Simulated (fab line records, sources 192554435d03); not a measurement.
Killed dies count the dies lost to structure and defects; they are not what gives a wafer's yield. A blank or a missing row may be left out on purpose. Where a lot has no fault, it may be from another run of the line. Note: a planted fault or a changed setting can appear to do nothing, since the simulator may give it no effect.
Which tool was responsible? / flow n5 finfet / 24 lots, 72 wafers sampled, at 6 steps of a route of 1938

== WHAT EACH GAUGE READ, for each wafer ==
N5_BEOL_M8_OVL_MEAS_29. Usual: for V7_OVL the level is -0.4 nm and the standard deviation is 0.71.
lot=L074; measured=day 9 08:34; on=overlay-01; V7_OVL (nm)=-1.3 -0.9 -0.9; flag=
lot=L075; measured=day 9 22:33; on=overlay-02; V7_OVL (nm)=0.4 0.0 -0.9; flag=
lot=L076; measured=day 10 06:13; on=overlay-02; V7_OVL (nm)=-1.3 -1.3 -1.6; flag=
lot=L077; measured=day 10 09:31; on=overlay-01; V7_OVL (nm)=-1.1 -0.6 -0.7; flag=
lot=L078; measured=day 10 14:52; on=overlay-01; V7_OVL (nm)=-0.8 -2.1 -0.8; flag=
lot=L079; measured=day 10 23:02; on=overlay-02; V7_OVL (nm)=-0.9 -0.1 -0.4; flag=
lot=L080; measured=day 11 04:41; on=overlay-02; V7_OVL (nm)=0.7 0.7 1.1; flag=
lot=L081; measured=day 11 09:31; on=overlay-02; V7_OVL (nm)=0.3 0.4 0.1; flag=
lot=L084; measured=day 11 10:58; on=overlay-02; V7_OVL (nm)=0.1 -1.0 -0.8; flag=
lot=L082; measured=day 11 18:28; on=overlay-01; V7_OVL (nm)=-0.7 0.3 0.0; flag=
lot=L083; measured=day 12 01:38; on=overlay-01; V7_OVL (nm)=-0.3 -0.6 0.0; flag=
lot=L086; measured=day 12 10:26; on=overlay-01; V7_OVL (nm)=-0.5 0.1 -0.7; flag=
lot=L085; measured=day 12 12:58; on=overlay-02; V7_OVL (nm)=-1.1 -0.2 -1.7; flag=
lot=L087; measured=day 13 02:18; on=overlay-01; V7_OVL (nm)=-1.0 -0.3 -0.3; flag=
lot=L088; measured=day 13 03:55; on=overlay-02; V7_OVL (nm)=-0.7 -1.0 -0.9; flag=
lot=L090; measured=day 13 10:01; on=overlay-01; V7_OVL (nm)=-0.5 0.3 -0.3; flag=
lot=L089; measured=day 13 11:44; on=overlay-02; V7_OVL (nm)=-1.6 -1.5 -0.9; flag=
lot=L092; measured=day 13 23:07; on=overlay-01; V7_OVL (nm)=-0.1 -0.5 -0.1; flag=
lot=L095; measured=day 14 05:13; on=overlay-01; V7_OVL (nm)=-0.1 -0.2 -0.1; flag=
lot=L093; measured=day 14 09:27; on=overlay-02; V7_OVL (nm)=-0.2 0.8 -0.7; flag=
lot=L094; measured=day 14 16:53; on=overlay-01; V7_OVL (nm)=-0.1 -0.3 0.2; flag=
lot=L096; measured=day 14 21:19; on=overlay-01; V7_OVL (nm)=0.5 -0.2 0.5; flag=
lot=L097; measured=day 15 01:28; on=overlay-01; V7_OVL (nm)=0.6 0.4 0.4; flag=
lot=L091; measured=day 15 15:19; on=overlay-02; V7_OVL (nm)=1.6 1.2 0.1; flag=

N5_BEOL_M9_CD_MEAS_28: target cd 70 nm. Usual: 70.01 nm for cd nm, sd 0.26.
lot=L074; measured=day 9 17:59; on=cd sem-01; cd nm (nm)=70.06 70.29 70.48; flag=
lot=L075; measured=day 10 08:28; on=cd sem-03; cd nm (nm)=69.95 70.02 70.62; flag=
lot=L076; measured=day 10 12:32; on=cd sem-03; cd nm (nm)=69.69 69.92 69.47; flag=
lot=L077; measured=day 10 17:14; on=cd sem-01; cd nm (nm)=70.05 70.31 70.05; flag=
lot=L078; measured=day 10 21:28; on=cd sem-02; cd nm (nm)=70.15 70.10 70.16; flag=
lot=L079; measured=day 11 06:21; on=cd sem-03; cd nm (nm)=70.12 70.47 69.60; flag=
lot=L080; measured=day 11 12:57; on=cd sem-01; cd nm (nm)=70.23 70.39 70.18; flag=
lot=L081; measured=day 11 16:06; on=cd sem-01; cd nm (nm)=69.84 70.23 69.71; flag=
lot=L084; measured=day 11 18:16; on=cd sem-02; cd nm (nm)=70.39 70.31 70.43; flag=
lot=L082; measured=day 12 01:11; on=cd sem-01; cd nm (nm)=69.98 69.46 69.62; flag=
lot=L083; measured=day 12 10:08; on=cd sem-03; cd nm (nm)=70.16 70.22 70.45; flag=
lot=L086; measured=day 12 17:42; on=cd sem-02; cd nm (nm)=70.02 70.06 70.26; flag=
lot=L085; measured=day 12 20:34; on=cd sem-02; cd nm (nm)=69.69 69.92 69.84; flag=
lot=L087; measured=day 13 11:51; on=cd sem-03; cd nm (nm)=69.82 70.32 70.59; flag=
lot=L088; measured=day 13 11:40; on=cd sem-02; cd nm (nm)=70.12 70.25 69.90; flag=
lot=L090; measured=day 13 18:11; on=cd sem-01; cd nm (nm)=69.91 70.50 69.83; flag=
lot=L089; measured=day 13 18:21; on=cd sem-01; cd nm (nm)=69.86 70.38 70.21; flag=
lot=L092; measured=day 14 06:19; on=cd sem-01; cd nm (nm)=69.96 69.68 69.91; flag=
lot=L095; measured=day 14 12:52; on=cd sem-02; cd nm (nm)=70.19 70.19 69.79; flag=
lot=L093; measured=day 14 17:07; on=cd sem-02; cd nm (nm)=69.84 69.50 69.46; flag=
lot=L094; measured=day 14 23:04; on=cd sem-01; cd nm (nm)=69.88 70.22 69.30; flag=
lot=L096; measured=day 15 03:48; on=cd sem-02; cd nm (nm)=70.03 70.21 70.09; flag=
lot=L097; measured=day 15 10:06; on=cd sem-02; cd nm (nm)=69.66 70.23 69.50; flag=
lot=L091; measured=day 16 00:55; on=cd sem-03; cd nm (nm)=70.05 70.08 70.11; flag=

N5_BEOL_M9_OVL_MEAS_29. Usual: for V8_OVL the level is -0.1 nm and the standard deviation is 0.66.
lot=L074; measured=day 9 18:01; on=overlay-02; V8_OVL (nm)=0.6 -1.1 -0.1; flag=
lot=L075; measured=day 10 08:32; on=overlay-01; V8_OVL (nm)=0.1 1.2 0.0; flag=
lot=L076; measured=day 10 12:34; on=overlay-02; V8_OVL (nm)=-0.1 0.1 0.3; flag=
lot=L077; measured=day 10 17:16; on=overlay-02; V8_OVL (nm)=0.3 1.0 0.8; flag=
lot=L078; measured=day 10 21:29; on=overlay-01; V8_OVL (nm)=-0.8 -0.6 -0.9; flag=
lot=L079; measured=day 11 06:23; on=overlay-01; V8_OVL (nm)=1.1 -0.2 0.3; flag=
lot=L080; measured=day 11 12:59; on=overlay-01; V8_OVL (nm)=-1.5 -1.8 -1.4; flag=
lot=L081; measured=day 11 16:08; on=overlay-01; V8_OVL (nm)=0.2 0.2 0.4; flag=
lot=L084; measured=day 11 18:18; on=overlay-01; V8_OVL (nm)=-0.3 0.4 0.5; flag=
lot=L082; measured=day 12 01:13; on=overlay-02; V8_OVL (nm)=-0.6 0.4 0.0; flag=
lot=L083; measured=day 12 10:10; on=overlay-02; V8_OVL (nm)=-0.1 -0.3 -0.1; flag=
lot=L086; measured=day 12 17:44; on=overlay-02; V8_OVL (nm)=0.3 -0.5 -0.1; flag=
lot=L085; measured=day 12 20:37; on=overlay-02; V8_OVL (nm)=0.2 0.6 -0.7; flag=
lot=L087; measured=day 13 11:53; on=overlay-01; V8_OVL (nm)=-0.2 -0.5 -0.2; flag=
lot=L088; measured=day 13 11:43; on=overlay-01; V8_OVL (nm)=1.1 1.7 0.6; flag=
lot=L090; measured=day 13 18:13; on=overlay-01; V8_OVL (nm)=-0.1 -0.5 -1.0; flag=
lot=L089; measured=day 13 18:23; on=overlay-01; V8_OVL (nm)=-0.9 -0.2 -0.1; flag=
lot=L092; measured=day 14 06:22; on=overlay-02; V8_OVL (nm)=-0.1 0.7 -0.1; flag=
lot=L095; measured=day 14 12:53; on=overlay-02; V8_OVL (nm)=-0.2 -0.6 -0.2; flag=
lot=L093; measured=day 14 17:09; on=overlay-01; V8_OVL (nm)=-0.7 -0.9 0.0; flag=
lot=L094; measured=day 14 23:05; on=overlay-01; V8_OVL (nm)=0.3 -0.2 0.4; flag=
lot=L096; measured=day 15 03:50; on=overlay-02; V8_OVL (nm)=0.5 0.2 0.8; flag=
lot=L097; measured=day 15 10:08; on=overlay-01; V8_OVL (nm)=-0.5 -1.0 -0.4; flag=
lot=L091; measured=day 16 00:57; on=overlay-02; V8_OVL (nm)=0.2 0.4 0.3; flag=

N5_BEOL_M9_THK_MEAS_53: measures by xrf. Usual: for M9_THK the level is 140.3 nm and the standard deviation is 2.5.
lot=L074; measured=day 9 20:52; on=film metro-02; M9_THK (nm)=136.7 142.8 138.8; flag=
lot=L075; measured=day 10 11:49; on=film metro-02; M9_THK (nm)=138.6 134.9 137.8; flag=
lot=L076; measured=day 10 16:48; on=film metro-01; M9_THK (nm)=137.1 138.1 141.3; flag=
lot=L077; measured=day 10 20:03; on=film metro-02; M9_THK (nm)=141.1 138.5 139.6; flag=
lot=L078; measured=day 11 01:05; on=film metro-01; M9_THK (nm)=137.8 137.2 138.8; flag=
lot=L079; measured=day 11 09:26; on=film metro-01; M9_THK (nm)=138.9 142.4 138.2; flag=
lot=L080; measured=day 11 16:45; on=film metro-01; M9_THK (nm)=145.3 140.2 145.1; flag=
lot=L081; measured=day 11 20:04; on=film metro-01; M9_THK (nm)=141.7 144.1 143.4; flag=
lot=L084; measured=day 11 20:58; on=film metro-02; M9_THK (nm)=138.7 142.7 138.9; flag=
lot=L082; measured=day 12 04:29; on=film metro-01; M9_THK (nm)=144.4 140.2 142.9; flag=
lot=L083; measured=day 12 14:14; on=film metro-01; M9_THK (nm)=141.4 139.2 143.3; flag=
lot=L086; measured=day 12 21:22; on=film metro-01; M9_THK (nm)=141.6 144.3 143.0; flag=
lot=L085; measured=day 13 00:46; on=film metro-02; M9_THK (nm)=141.0 141.5 135.8; flag=
lot=L087; measured=day 13 16:48; on=film metro-02; M9_THK (nm)=142.3 142.5 139.5; flag=
lot=L088; measured=day 13 15:02; on=film metro-02; M9_THK (nm)=138.7 138.8 143.1; flag=
lot=L090; measured=day 13 21:10; on=film metro-02; M9_THK (nm)=139.4 138.5 141.2; flag=
lot=L089; measured=day 13 21:35; on=film metro-01; M9_THK (nm)=139.0 140.9 141.6; flag=
lot=L092; measured=day 14 09:09; on=film metro-01; M9_THK (nm)=140.1 142.1 139.2; flag=
lot=L095; measured=day 14 16:44; on=film metro-02; M9_THK (nm)=140.5 139.2 139.5; flag=
lot=L093; measured=day 14 21:20; on=film metro-01; M9_THK (nm)=140.0 134.9 136.7; flag=
lot=L094; measured=day 15 02:13; on=film metro-02; M9_THK (nm)=141.5 140.2 143.0; flag=
lot=L096; measured=day 15 09:30; on=film metro-02; M9_THK (nm)=142.3 139.6 138.1; flag=
lot=L097; measured=day 15 14:03; on=film metro-01; M9_THK (nm)=143.9 136.4 135.0; flag=
lot=L091; measured=day 16 04:35; on=film metro-02; M9_THK (nm)=137.3 135.7 140.6; flag=

== EACH LOT AND THE TOOL THAT RAN IT (in order: tool; ch and the chambers of the sampled wafers; start) ==
lot=L074; N5_BEOL_M8_ETCH_65=rie diel-06 ch 0,1,2, day 9 08:42; N5_BEOL_M9_STRIP_67=rie diel-05 ch 1,2,3, day 9 14:53
lot=L075; N5_BEOL_M8_ETCH_65=rie diel-02 ch 1,2, day 9 23:25; N5_BEOL_M9_STRIP_67=rie diel-04 ch 2,3, day 10 07:35
lot=L076; N5_BEOL_M8_ETCH_65=rie diel-01 ch 1,2, day 10 06:20; N5_BEOL_M9_STRIP_67=rie diel-04 ch 0,1, day 10 12:01
lot=L077; N5_BEOL_M8_ETCH_65=rie diel-02 ch 0,3, day 10 10:00; N5_BEOL_M9_STRIP_67=rie diel-05 ch 2,3, day 10 16:41
lot=L078; N5_BEOL_M8_ETCH_65=rie diel-02 ch 0,1,2, day 10 15:00; N5_BEOL_M9_STRIP_67=rie diel-03 ch 1,2, day 10 19:56
lot=L079; N5_BEOL_M8_ETCH_65=rie diel-01 ch 0,3, day 10 23:11; N5_BEOL_M9_STRIP_67=rie diel-04 ch 0,3, day 11 05:42
lot=L080; N5_BEOL_M8_ETCH_65=rie diel-01 ch 0,3, day 11 05:50; N5_BEOL_M9_STRIP_67=rie diel-03 ch 2,3, day 11 12:25
lot=L081; N5_BEOL_M8_ETCH_65=rie diel-01 ch 0,1,3, day 11 10:07; N5_BEOL_M9_STRIP_67=rie diel-05 ch 0,1,2, day 11 15:27
lot=L084; N5_BEOL_M8_ETCH_65=rie diel-01 ch 0,1, day 11 11:42; N5_BEOL_M9_STRIP_67=rie diel-03 ch 0,1,2, day 11 17:01
lot=L082; N5_BEOL_M8_ETCH_65=rie diel-02 ch 1,3, day 11 18:37; N5_BEOL_M9_STRIP_67=rie diel-04 ch 1,3, day 11 23:35
lot=L083; N5_BEOL_M8_ETCH_65=rie diel-02 ch 0,1,3, day 12 02:21; N5_BEOL_M9_STRIP_67=rie diel-04 ch 1,2,3, day 12 09:29
lot=L086; N5_BEOL_M8_ETCH_65=rie diel-02 ch 2,3, day 12 10:34; N5_BEOL_M9_STRIP_67=rie diel-03 ch 1,3, day 12 17:02
lot=L085; N5_BEOL_M8_ETCH_65=rie diel-06 ch 0,2,3, day 12 13:16; N5_BEOL_M9_STRIP_67=rie diel-03 ch 1,3, day 12 19:29
lot=L087; N5_BEOL_M8_ETCH_65=rie diel-01 ch 0,3, day 13 02:27; N5_BEOL_M9_STRIP_67=rie diel-05 ch 0,1,3, day 13 10:04
lot=L088; N5_BEOL_M8_ETCH_65=rie diel-01 ch 1,3, day 13 04:29; N5_BEOL_M9_STRIP_67=rie diel-05 ch 0,2, day 13 10:53
lot=L090; N5_BEOL_M8_ETCH_65=rie diel-06 ch 0,1,3, day 13 10:13; N5_BEOL_M9_STRIP_67=rie diel-03 ch 0,2,3, day 13 17:27
lot=L089; N5_BEOL_M8_ETCH_65=rie diel-06 ch 1,2,3, day 13 11:52; N5_BEOL_M9_STRIP_67=rie diel-05 ch 0,2,3, day 13 17:34
lot=L092; N5_BEOL_M8_ETCH_65=rie diel-01 ch 0,3, day 13 23:28; N5_BEOL_M9_STRIP_67=rie diel-05 ch 1,2, day 14 05:39
lot=L095; N5_BEOL_M8_ETCH_65=rie diel-06 ch 0,1,3, day 14 05:22; N5_BEOL_M9_STRIP_67=rie diel-05 ch 0,1,2, day 14 10:04
lot=L093; N5_BEOL_M8_ETCH_65=rie diel-06 ch 0,2, day 14 09:35; N5_BEOL_M9_STRIP_67=rie diel-03 ch 0,1,2, day 14 16:14
lot=L094; N5_BEOL_M8_ETCH_65=rie diel-06 ch 1,2,3, day 14 17:02; N5_BEOL_M9_STRIP_67=rie diel-03 ch 0,1,3, day 14 22:07
lot=L096; N5_BEOL_M8_ETCH_65=rie diel-01 ch 0,1,2, day 14 21:29; N5_BEOL_M9_STRIP_67=rie diel-03 ch 0,1,3, day 15 03:09
lot=L097; N5_BEOL_M8_ETCH_65=rie diel-02 ch 0,3, day 15 01:57; N5_BEOL_M9_STRIP_67=rie diel-05 ch 0,2,3, day 15 09:08
lot=L091; N5_BEOL_M8_ETCH_65=rie diel-06 ch 0,2,3, day 15 16:27; N5_BEOL_M9_STRIP_67=rie diel-03 ch 0,3, day 15 22:48
- N5_BEOL_M8_ETCH_65: etches SiARC in CF4, target depth 15.6 nm, time 26 s.
- N5_BEOL_M9_STRIP_67: strips in CF4.

== WHAT THE TOOLS THEMSELVES READ (means of the sampled wafers that have a number; where no wafer has one, the mark that the record gives instead) ==
N5_BEOL_M8_ETCH_65. Usual: for chamber pressure mTorr, 40.00 mTorr with a standard deviation of 0.037; for drypump motor current A, 5.8 A with a standard deviation of 0.44; for etch rf on time s, 26.0 s with a standard deviation of 0.41; for oes product au, 0.66 a.u. with a standard deviation of 0.063; for rf vpp V, 184.3 V with a standard deviation of 1.2; for showerhead plenum p Torr, 2.16 Torr with a standard deviation of 0.078; for throttle valve pct, 15.65 % with a standard deviation of 0.25.
lot=L074; tool=rie diel-06; chamber pressure mTorr (mTorr)=40.04; drypump motor current A (A)=5.4; etch rf on time s (s)=25.7; oes product au (a.u.)=0.72; rf vpp V (V)=183.9; showerhead plenum p Torr (Torr)=2.14; throttle valve pct (%)=15.58; flag=
lot=L075; tool=rie diel-02; chamber pressure mTorr (mTorr)=39.99; drypump motor current A (A)=6.2; etch rf on time s (s)=25.7; oes product au (a.u.)=0.64; rf vpp V (V)=185.2; showerhead plenum p Torr (Torr)=2.22; throttle valve pct (%)=15.58; flag=
lot=L076; tool=rie diel-01; chamber pressure mTorr (mTorr)=40.00; drypump motor current A (A)=5.2; etch rf on time s (s)=26.3; oes product au (a.u.)=0.62; rf vpp V (V)=184.8; showerhead plenum p Torr (Torr)=2.21; throttle valve pct (%)=15.82; flag=
lot=L077; tool=rie diel-02; chamber pressure mTorr (mTorr)=40.01; drypump motor current A (A)=5.6; etch rf on time s (s)=25.5; oes product au (a.u.)=0.74; rf vpp V (V)=184.2; showerhead plenum p Torr (Torr)=2.20; throttle valve pct (%)=15.30; flag=
lot=L078; tool=rie diel-02; chamber pressure mTorr (mTorr)=40.00; drypump motor current A (A)=6.0; etch rf on time s (s)=25.8; oes product au (a.u.)=0.68; rf vpp V (V)=184.6; showerhead plenum p Torr (Torr)=2.23; throttle valve pct (%)=15.49; flag=
lot=L079; tool=rie diel-01; chamber pressure mTorr (mTorr)=39.98; drypump motor current A (A)=5.8; etch rf on time s (s)=26.2; oes product au (a.u.)=0.62; rf vpp V (V)=184.4; showerhead plenum p Torr (Torr)=2.11; throttle valve pct (%)=15.82; flag=
lot=L080; tool=rie diel-01; chamber pressure mTorr (mTorr)=39.97; drypump motor current A (A)=5.8; etch rf on time s (s)=26.2; oes product au (a.u.)=0.62; rf vpp V (V)=183.0; showerhead plenum p Torr (Torr)=2.10; throttle valve pct (%)=15.84; flag=
lot=L081; tool=rie diel-01; chamber pressure mTorr (mTorr)=40.03; drypump motor current A (A)=5.8; etch rf on time s (s)=26.3; oes product au (a.u.)=0.65; rf vpp V (V)=184.2; showerhead plenum p Torr (Torr)=2.17; throttle valve pct (%)=15.67; flag=
lot=L084; tool=rie diel-01; chamber pressure mTorr (mTorr)=40.04; drypump motor current A (A)=5.6; etch rf on time s (s)=26.4; oes product au (a.u.)=0.64; rf vpp V (V)=184.0; showerhead plenum p Torr (Torr)=2.11; throttle valve pct (%)=15.76; flag=
lot=L082; tool=rie diel-02; chamber pressure mTorr (mTorr)=39.98; drypump motor current A (A)=6.3; etch rf on time s (s)=25.9; oes product au (a.u.)=0.60; rf vpp V (V)=184.0; showerhead plenum p Torr (Torr)=2.15; throttle valve pct (%)=15.68; flag=
lot=L083; tool=rie diel-02; chamber pressure mTorr (mTorr)=40.01; drypump motor current A (A)=6.0; etch rf on time s (s)=25.5; oes product au (a.u.)=0.67; rf vpp V (V)=183.9; showerhead plenum p Torr (Torr)=2.17; throttle valve pct (%)=15.49; flag=
lot=L086; tool=rie diel-02; chamber pressure mTorr (mTorr)=39.98; drypump motor current A (A)=6.0; etch rf on time s (s)=25.6; oes product au (a.u.)=0.64; rf vpp V (V)=184.4; showerhead plenum p Torr (Torr)=2.17; throttle valve pct (%)=15.53; flag=
lot=L085; tool=rie diel-06; chamber pressure mTorr (mTorr)=40.00; drypump motor current A (A)=5.8; etch rf on time s (s)=25.7; oes product au (a.u.)=0.66; rf vpp V (V)=184.8; showerhead plenum p Torr (Torr)=2.14; throttle valve pct (%)=15.80; flag=
lot=L087; tool=rie diel-01; chamber pressure mTorr (mTorr)=40.03; drypump motor current A (A)=5.8; etch rf on time s (s)=26.4; oes product au (a.u.)=0.60; rf vpp V (V)=184.0; showerhead plenum p Torr (Torr)=2.10; throttle valve pct (%)=15.86; flag=
lot=L088; tool=rie diel-01; chamber pressure mTorr (mTorr)=39.97; drypump motor current A (A)=5.8; etch rf on time s (s)=26.0; oes product au (a.u.)=0.66; rf vpp V (V)=185.7; showerhead plenum p Torr (Torr)=2.23; throttle valve pct (%)=15.56; flag=
lot=L090; tool=rie diel-06; chamber pressure mTorr (mTorr)=39.98; drypump motor current A (A)=5.7; etch rf on time s (s)=26.0; oes product au (a.u.)=0.69; rf vpp V (V)=184.0; showerhead plenum p Torr (Torr)=2.10; throttle valve pct (%)=15.61; flag=
lot=L089; tool=rie diel-06; chamber pressure mTorr (mTorr)=40.02; drypump motor current A (A)=5.6; etch rf on time s (s)=26.3; oes product au (a.u.)=0.65; rf vpp V (V)=184.0; showerhead plenum p Torr (Torr)=2.14; throttle valve pct (%)=15.82; flag=
lot=L092; tool=rie diel-01; chamber pressure mTorr (mTorr)=39.99; drypump motor current A (A)=5.8; etch rf on time s (s)=26.3; oes product au (a.u.)=0.60; rf vpp V (V)=183.3; showerhead plenum p Torr (Torr)=2.10; throttle valve pct (%)=15.89; flag=
lot=L095; tool=rie diel-06; chamber pressure mTorr (mTorr)=39.96; drypump motor current A (A)=5.7; etch rf on time s (s)=26.0; oes product au (a.u.)=0.68; rf vpp V (V)=184.0; showerhead plenum p Torr (Torr)=2.10; throttle valve pct (%)=15.63; flag=
lot=L093; tool=rie diel-06; chamber pressure mTorr (mTorr)=40.03; drypump motor current A (A)=5.5; etch rf on time s (s)=25.9; oes product au (a.u.)=0.64; rf vpp V (V)=183.7; showerhead plenum p Torr (Torr)=2.16; throttle valve pct (%)=15.87; flag=
lot=L094; tool=rie diel-06; chamber pressure mTorr (mTorr)=40.00; drypump motor current A (A)=5.6; etch rf on time s (s)=26.3; oes product au (a.u.)=0.64; rf vpp V (V)=184.3; showerhead plenum p Torr (Torr)=2.14; throttle valve pct (%)=15.84; flag=
lot=L096; tool=rie diel-01; chamber pressure mTorr (mTorr)=39.96; drypump motor current A (A)=5.4; etch rf on time s (s)=26.0; oes product au (a.u.)=0.68; rf vpp V (V)=184.4; showerhead plenum p Torr (Torr)=2.15; throttle valve pct (%)=15.69; flag=
lot=L097; tool=rie diel-02; chamber pressure mTorr (mTorr)=40.01; drypump motor current A (A)=5.6; etch rf on time s (s)=25.8; oes product au (a.u.)=0.69; rf vpp V (V)=185.8; showerhead plenum p Torr (Torr)=2.19; throttle valve pct (%)=15.37; flag=
lot=L091; tool=rie diel-06; chamber pressure mTorr (mTorr)=39.99; drypump motor current A (A)=5.8; etch rf on time s (s)=26.2; oes product au (a.u.)=0.63; rf vpp V (V)=184.7; showerhead plenum p Torr (Torr)=2.13; throttle valve pct (%)=15.86; flag=

N5_BEOL_M9_STRIP_67. Usual: chamber pressure mTorr 49.99 mTorr, standard deviation 0.046; drypump motor current A 5.7 A, standard deviation 0.44; oes product au 0.79 a.u., standard deviation 0.064; rf vpp V 271.4 V, standard deviation 1.7; showerhead plenum p Torr 1.81 Torr, standard deviation 0.066; throttle valve pct 13.59 %, standard deviation 0.17.
lot=L074; tool=rie diel-05; chamber pressure mTorr (mTorr)=50.02; drypump motor current A (A)=5.3; oes product au (a.u.)=0.80; rf vpp V (V)=272.8; showerhead plenum p Torr (Torr)=1.85; throttle valve pct (%)=13.46; flag=
lot=L075; tool=rie diel-04; chamber pressure mTorr (mTorr)=49.98; drypump motor current A (A)=5.6; oes product au (a.u.)=0.73; rf vpp V (V)=270.4; showerhead plenum p Torr (Torr)=1.77; throttle valve pct (%)=13.58; flag=
lot=L076; tool=rie diel-04; chamber pressure mTorr (mTorr)=50.01; drypump motor current A (A)=5.7; oes product au (a.u.)=0.80; rf vpp V (V)=270.1; showerhead plenum p Torr (Torr)=1.76; throttle valve pct (%)=13.73; flag=
lot=L077; tool=rie diel-05; chamber pressure mTorr (mTorr)=50.04; drypump motor current A (A)=5.4; oes product au (a.u.)=0.79; rf vpp V (V)=272.7; showerhead plenum p Torr (Torr)=1.84; throttle valve pct (%)=13.51; flag=
lot=L078; tool=rie diel-03; chamber pressure mTorr (mTorr)=50.00; drypump motor current A (A)=6.1; oes product au (a.u.)=0.76; rf vpp V (V)=269.9; showerhead plenum p Torr (Torr)=1.74; throttle valve pct (%)=13.58; flag=
lot=L079; tool=rie diel-04; chamber pressure mTorr (mTorr)=49.95; drypump motor current A (A)=6.2; oes product au (a.u.)=0.73; rf vpp V (V)=270.6; showerhead plenum p Torr (Torr)=1.76; throttle valve pct (%)=13.63; flag=
lot=L080; tool=rie diel-03; chamber pressure mTorr (mTorr)=49.99; drypump motor current A (A)=6.2; oes product au (a.u.)=0.85; rf vpp V (V)=272.0; showerhead plenum p Torr (Torr)=1.85; throttle valve pct (%)=13.50; flag=
lot=L081; tool=rie diel-05; chamber pressure mTorr (mTorr)=50.01; drypump motor current A (A)=5.7; oes product au (a.u.)=0.83; rf vpp V (V)=272.6; showerhead plenum p Torr (Torr)=1.83; throttle valve pct (%)=13.51; flag=
lot=L084; tool=rie diel-03; chamber pressure mTorr (mTorr)=49.96; drypump motor current A (A)=5.8; oes product au (a.u.)=0.76; rf vpp V (V)=271.2; showerhead plenum p Torr (Torr)=1.77; throttle valve pct (%)=13.65; flag=
lot=L082; tool=rie diel-04; chamber pressure mTorr (mTorr)=50.02; drypump motor current A (A)=5.6; oes product au (a.u.)=0.78; rf vpp V (V)=270.1; showerhead plenum p Torr (Torr)=1.74; throttle valve pct (%)=13.77; flag=
lot=L083; tool=rie diel-04; chamber pressure mTorr (mTorr)=49.99; drypump motor current A (A)=5.4; oes product au (a.u.)=0.74; rf vpp V (V)=270.9; showerhead plenum p Torr (Torr)=1.77; throttle valve pct (%)=13.69; flag=
lot=L086; tool=rie diel-03; chamber pressure mTorr (mTorr)=50.00; drypump motor current A (A)=6.0; oes product au (a.u.)=0.82; rf vpp V (V)=272.8; showerhead plenum p Torr (Torr)=1.83; throttle valve pct (%)=13.63; flag=
lot=L085; tool=rie diel-03; chamber pressure mTorr (mTorr)=50.01; drypump motor current A (A)=6.0; oes product au (a.u.)=0.76; rf vpp V (V)=270.1; showerhead plenum p Torr (Torr)=1.77; throttle valve pct (%)=13.65; flag=
lot=L087; tool=rie diel-05; chamber pressure mTorr (mTorr)=50.01; drypump motor current A (A)=5.7; oes product au (a.u.)=0.86; rf vpp V (V)=270.3; showerhead plenum p Torr (Torr)=1.80; throttle valve pct (%)=13.42; flag=
lot=L088; tool=rie diel-05; chamber pressure mTorr (mTorr)=50.00; drypump motor current A (A)=5.7; oes product au (a.u.)=0.81; rf vpp V (V)=272.5; showerhead plenum p Torr (Torr)=1.83; throttle valve pct (%)=13.58; flag=
lot=L090; tool=rie diel-03; chamber pressure mTorr (mTorr)=49.97; drypump motor current A (A)=5.9; oes product au (a.u.)=0.80; rf vpp V (V)=272.2; showerhead plenum p Torr (Torr)=1.83; throttle valve pct (%)=13.66; flag=
lot=L089; tool=rie diel-05; chamber pressure mTorr (mTorr)=50.00; drypump motor current A (A)=5.7; oes product au (a.u.)=0.85; rf vpp V (V)=271.4; showerhead plenum p Torr (Torr)=1.79; throttle valve pct (%)=13.46; flag=
lot=L092; tool=rie diel-05; chamber pressure mTorr (mTorr)=49.98; drypump motor current A (A)=5.3; oes product au (a.u.)=0.81; rf vpp V (V)=273.5; showerhead plenum p Torr (Torr)=1.88; throttle valve pct (%)=13.45; flag=
lot=L095; tool=rie diel-05; chamber pressure mTorr (mTorr)=50.00; drypump motor current A (A)=5.7; oes product au (a.u.)=0.80; rf vpp V (V)=271.9; showerhead plenum p Torr (Torr)=1.83; throttle valve pct (%)=13.58; flag=
lot=L093; tool=rie diel-03; chamber pressure mTorr (mTorr)=50.02; drypump motor current A (A)=5.8; oes product au (a.u.)=0.73; rf vpp V (V)=271.7; showerhead plenum p Torr (Torr)=1.76; throttle valve pct (%)=13.70; flag=
lot=L094; tool=rie diel-03; chamber pressure mTorr (mTorr)=50.01; drypump motor current A (A)=5.8; oes product au (a.u.)=0.75; rf vpp V (V)=270.7; showerhead plenum p Torr (Torr)=1.79; throttle valve pct (%)=13.75; flag=
lot=L096; tool=rie diel-03; chamber pressure mTorr (mTorr)=50.00; drypump motor current A (A)=5.8; oes product au (a.u.)=0.75; rf vpp V (V)=271.0; showerhead plenum p Torr (Torr)=1.79; throttle valve pct (%)=13.76; flag=
lot=L097; tool=rie diel-05; chamber pressure mTorr (mTorr)=49.99; drypump motor current A (A)=5.7; oes product au (a.u.)=0.83; rf vpp V (V)=270.6; showerhead plenum p Torr (Torr)=1.79; throttle valve pct (%)=13.51; flag=
lot=L091; tool=rie diel-03; chamber pressure mTorr (mTorr)=50.00; drypump motor current A (A)=5.6; oes product au (a.u.)=0.75; rf vpp V (V)=271.3; showerhead plenum p Torr (Torr)=1.82; throttle valve pct (%)=13.82; flag=

== THE ANSWER, worked out from the rows above alone ==
Rule: a lot counts as off when the mean over its wafers that have a number is more than 3 standard deviations away from the usual mean. A lot without any number at a reading at which 4 lots or more have one is off too. Where the step has rows for the other lots, those lots are counted as sound. After the gauges, taken in route order, come the tools' own readings; for these a lot's mean is taken, as printed above. The first step at which some lot is off is used, and at that step the reading that is off furthest; a lot without a number counts as furthest.
No lot is off on any of the readings shown, so nothing can be concluded from this.

== WHAT HAD BEEN PUT IN BY THE SIMULATOR ==
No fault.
